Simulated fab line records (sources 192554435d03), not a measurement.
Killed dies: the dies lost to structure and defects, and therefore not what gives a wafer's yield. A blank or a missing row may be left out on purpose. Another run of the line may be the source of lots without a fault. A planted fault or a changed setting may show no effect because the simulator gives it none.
A struck lot beside a sound one -- flow n5-finfet -- 14 steps out of a route of 1938
Sound: the wafers L317.1, L317.5, L317.6. Struck: wafer L326.6. (L326.3, L326.4 of the same lot were not struck and are left out.) The cause comes at the end.
For every step that has rows: the tool of each side, followed by ch and its chambers, followed by its first start. Under that, the readings that differ: sound wafers -- struck wafers -- difference of the means -- sigmas: that difference in standard deviations of wafers without a fault.
alike: readings whose means differ by less than 2 such deviations, and words and numbers that are the same on both sides. not compared: withheld readings, readings that some wafer has no value for, bounds like >300 that may hide the same value, and numbers for which the record gives no deviation and whose values overlap.
A row with sigmas, a row that says differs or no value, or rows on one side alone: a step with any of these is where the two part. When numbers do not overlap yet have no deviation, they are printed without sigmas and do not part them. A reading that every wafer of one side lacks parts them only if that side has two wafers or more.

first, 2 steps without rows for these wafers: N5_MOL_CONTACT_COAG_SPUTTER_143 (material Co, target thk 2.5 nm); N5_MOL_CONTACT_COAG_CO_FILL_22 (material Co, precursor CCTBA/H2, target thk 20 nm).
N5_MOL_CONTACT_COAG_ANNEAL_113: time 300 s.
  sound on rtp-anneal-01 ch 0, day 7 07:33; struck on rtp-anneal-01 ch 0, day 9 08:53
  alike: lamp-power-pct, lamp_zone_5_pct, wafer_temp_C_max
N5_MOL_CONTACT_COAG_PRE_CLEAN_142: time 60 s.
  sound: pvd-sputter-02 at day 7 10:40; struck: pvd-sputter-01 at day 9 11:22
  alike: heater-power-w
N5_MOL_CONTACT_COAG_SPUTTER_130: material Co, target thk 47.5 nm.
  sound: pvd-sputter-02 at day 7 10:43; struck: pvd-sputter-01 at day 9 11:26
  alike: throttle-valve-pct
then, 2 steps without rows for these wafers: N5_MOL_CONTACT_COAG_PRECLEAN_125 (cleans in DIW, time 57.5 s); N5_MOL_CONTACT_COAG_SRD_126 (dry time 32 s).
N5_MOL_CONTACT_COAG_CMP_23: polishes, stops on SiO2, t overpolish 1.5 s, target thk 0 nm.
  sound on cmp-01 ch 0,1, day 7 10:56; struck on cmp-03 ch 1, day 9 11:39
  alike: edge-zone-pressure-frac, motor-current-A, overpolish-run-s, time-to-endpoint-s
then, 2 steps without rows for these wafers: N5_MOL_CONTACT_COAG_WET_ETCH_26 (target Co, target depth 13 nm); N5_MOL_CONTACT_COAG_WET_ETCH_116 (etches the open film in SC1-inhibited, target depth 4.6 nm, rinse time 30 s).
N5_MOL_CONTACT_COAG_ALD_27: deposits SiOC, target thk 17 nm, pulse time 1.5 s, time 2720 s.
  sound on ald-sin-02 ch 0,2,3, day 7 11:46; struck on ald-sin-02 ch 1, day 9 12:28
reading,sound,struck,difference,sigmas
ald-cycles,340 340 340,547,+207,
run-length-s (s),2768.9 2770.9 2770.2,4426.6,+1656.6,+99 or more
time-s (s),2720 2720 2720,4376,+1656,
model.SiOC_of_MOL_CONTACT_COAG_ALD_27.thk-nm (nm),17 17 17.2,27.4,+10.3,
  alike: heater-power-w, precursor-pulse-height-rel
N5_MOL_CONTACT_COAG_CMP_28: polishes, stops on SiNx, t overpolish 0.85 s, target thk 14.522 nm.
  sound on cmp-02 ch 0,1,3, day 7 13:27; struck on cmp-01 ch 0, day 9 14:02
  alike: edge-zone-pressure-frac, motor-current-A
-- here the record skips 7 days between the struck wafers' starts before and after, leaving off in module MOL_CONTACT_COAG and picking up in module BEOL_M4 (first step shown: number 1111 of the route) --
N5_BEOL_M4_RC_MEAS_101:
  sound on prober-02 ch 0, day 13 23:03; struck on prober-02 ch 0, day 17 01:40
  alike: DIBL_N, DIBL_P, IOFF_N, IOFF_P, ION_N, ION_P, SS_N, SS_P, VT_N, VT_P
N5_PASSIVATION_PROBE_49:
  the record holds rows for the sound wafers here (prober-02, day 18 14:11) but none for the struck ones

WHERE THEY PART
First at N5_MOL_CONTACT_COAG_ALD_27; last, within this record, at N5_PASSIVATION_PROBE_49.

WHY: the cause the simulator had injected
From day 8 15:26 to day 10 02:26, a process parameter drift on ald-sin-02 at N5_MOL_CONTACT_COAG_ALD_27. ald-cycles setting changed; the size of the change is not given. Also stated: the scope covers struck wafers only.
